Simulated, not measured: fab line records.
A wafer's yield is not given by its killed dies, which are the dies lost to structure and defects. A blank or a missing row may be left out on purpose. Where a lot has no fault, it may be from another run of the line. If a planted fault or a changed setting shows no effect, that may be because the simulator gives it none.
Lot-split experiment | flow n5-finfet | route with 1938 steps; 7 lots, 21 wafers read

THE SPLIT ITSELF
At N5_BEOL_M15_ILD_DEP_00 (deposits SiO2 from TEOS/O2, target thk 1629.3 nm, time 346.1 s), the setting time-s was moved away from the recipe's 346.1 s on 7 of the 21 wafers read, by -9.1% to +12.3%. The other wafers ran this setting at the recipe's value.

Split to reading: the file shows no intervening step.

THE READING
M15_ILD_THK (nm), taken at N5_BEOL_M15_THK_MEAS_01. Typical for fault-free wafers on this fab line: 1636 nm, with standard deviation 21 nm.

wafer  | tool, chamber at the split | time-s as run, s | against the recipe | M15_ILD_THK, nm | against lot-mates on the recipe
L076.1 | pecvd-02, 2                | 346.1            | recipe             | 1619            | -
L076.3 | pecvd-02, 0                | 346.1            | recipe             | 1612            | -
L076.6 | pecvd-02, 0                | 365.3            | +5.5%              | 1730            | +114
L077.3 | pecvd-03, 2                | 346.1            | recipe             | 1613            | -
L077.4 | pecvd-03, 2                | 346.1            | recipe             | 1651            | -
L077.6 | pecvd-03, 1                | 314.5            | -9.1%              | 1477            | -155
L078.2 | pecvd-03, 0                | 346.1            | recipe             | 1637            | -
L078.4 | pecvd-03, 0                | 346.1            | recipe             | 1648            | -
L078.5 | pecvd-03, 2                | 346.1            | recipe             | 1643            | -
L081.3 | pecvd-02, 0                | 346.1            | recipe             | 1617            | -
L081.4 | pecvd-02, 1                | 346.1            | recipe             | 1647            | -
L081.6 | pecvd-02, 2                | 346.1            | recipe             | 1638            | -
L091.2 | pecvd-03, 2                | 346.1            | recipe             | 1635            | -
L091.3 | pecvd-03, 1                | 388.5            | +12.3%             | 1835            | +200
L091.6 | pecvd-03, 0                | 346.1            | recipe             | 1635            | -
L095.3 | pecvd-03, 2                | 383.2            | +10.7%             | 1829            | +159
L095.4 | pecvd-03, 2                | 346.1            | recipe             | 1670            | -
L095.5 | pecvd-03, 1                | 383.2            | +10.7%             | 1846            | +176
L093.2 | pecvd-02, 1                | 322.9            | -6.7%              | 1519            | -129
L093.4 | pecvd-02, 2                | 322.9            | -6.7%              | 1521            | -127
L093.5 | pecvd-02, 0                | 346.1            | recipe             | 1648            | -

THE FIT
A straight line over all 21 wafers: M15_ILD_THK changes by +17.6 nm for each +1% of time-s; r = +0.99; the points scatter about the line by 15 nm.
The same after taking each lot's own level away (the mean of its wafers on the recipe; 21 wafers): +16.9 nm for each +1%; r = +0.99; scatter 12 nm.
That fit puts the effect of the largest move of time-s on the reading at 2.1e+02 nm.
The lots' own levels span 1615.5 to 1670.0 nm, that is 2.6 times the standard deviation above.
The two slopes are in agreement: the lot-to-lot level therefore moves the slope only a little.
Check: +206 nm against its lot-mates is what the line predicts for one of the wafers moved furthest among these (+12.3%) when that wafer is left out of the fit. Against them it came out at +200 nm.

THESE WAFERS: OTHER SPLITS
Other splits were also applied to these wafers ahead of the reading. Each is held against what the fit with the lots' levels taken away leaves over:
other split on the same wafers    | wafers away from the commonest value | r with M15_ILD_THK (lot level and that fit taken away)
N5_BEOL_M12_ILD_DEP_00 time-s     | 7                                    | -0.11
N5_BEOL_M13_TRENCH_ETCH_34 time-s | 9                                    | +0.11
N5_BEOL_M14_SPUTTER_43 power-w    | 8                                    | -0.15
N5_BEOL_M14_DEP_53 time-s         | 7                                    | +0.23

THE WHOLE CHAIN: every reading that the file lists as answering this split, in the file's order
step                    | what it does                                                   | reading                                                                             | change (the file's fit)              | r (the file's)
N5_BEOL_M15_ILD_DEP_00  | deposits SiO2 from TEOS/O2, target thk 1629.3 nm, time 346.1 s | SiO2_of_BEOL_M15_ILD_DEP_00.thk-nm (the simulator's own value, which no gauge read) | +16.9 nm for each +1% of the setting | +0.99
N5_BEOL_M15_THK_MEAS_01 |                                                                | M15_ILD_THK                                                                         | +16.9 for each +1% of the setting    | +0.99

THE FILE'S OWN FIT
M15_ILD_THK changes by +16.9 nm for each +1% of time-s, r = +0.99.
